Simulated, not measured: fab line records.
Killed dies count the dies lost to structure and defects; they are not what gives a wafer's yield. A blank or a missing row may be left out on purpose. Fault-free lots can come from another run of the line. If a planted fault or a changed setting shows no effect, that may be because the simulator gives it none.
One fault through the eyes of 2 desks -- flow n5_finfet -- each desk holds nothing but its own numbers, with what lay behind them at the end

## TOOL OWNER'S DESK, pecvd-02
The tool's own readings at N5_BEOL_M14_DEP_53 (deposits SiCN from 3MS/NH3, target thk 50 nm, time 17.8 s): means of the sampled wafers that have a number, for each lot that ran on this tool. If a lot's mean is further than 4 standard deviations from the usual mean, the lot is out of limits and carries the mark OUT (the distance appears in the brackets).
Columns: A = showerhead_plenum_p_Torr at N5_BEOL_M14_DEP_53, usual 4.155 Torr; B = showerhead_vpp_V at N5_BEOL_M14_DEP_53, usual 1577 V; C = throttle_valve_pct at N5_BEOL_M14_DEP_53, usual 18.5 %
lot,first seen here,A,B,C
L337,day 13 14:42,4.142,1541,19.6
L342,day 14 13:05,4.152,1546,19.7
L344,day 15 01:59,4.139,1572,18.9
L351,day 17 06:58,4.129,1558,19.0
This desk's finding: nothing out of limits on any of the 4 lots.

## THE METROLOGY DESK
Means of the sampled wafers that have a number, per lot and without regard to the tool the lot ran on: this is what the gauges read. If a lot's mean is further than 4 standard deviations from the usual mean, the lot is out of limits and carries the mark OUT (the distance appears in the brackets).
Columns: A = M14_THK at N5_BEOL_M14_THK_MEAS_50, usual 567 nm; B = M14_RS at N5_BEOL_M14_RS_MEAS_54, usual 0.0330 ohm/sq
lot,first seen here,A,B
L334,day 12 17:03,562,0.0331
L337,day 13 14:38,557,0.0339
L342,day 14 13:00,564,0.0335
L344,day 15 01:56,565,0.0329
L346,day 15 23:19,572,0.0328
L349,day 16 23:37,565,0.0334
L351,day 17 06:53,572,0.0330
This desk's finding: nothing out of limits on any of the 7 lots.

## PUT TOGETHER
The tool owner's desk saw nothing out of limits.
From the metrology desk's view, nothing was out of limits.

## WHAT WAS PUT IN BY THE SIMULATOR
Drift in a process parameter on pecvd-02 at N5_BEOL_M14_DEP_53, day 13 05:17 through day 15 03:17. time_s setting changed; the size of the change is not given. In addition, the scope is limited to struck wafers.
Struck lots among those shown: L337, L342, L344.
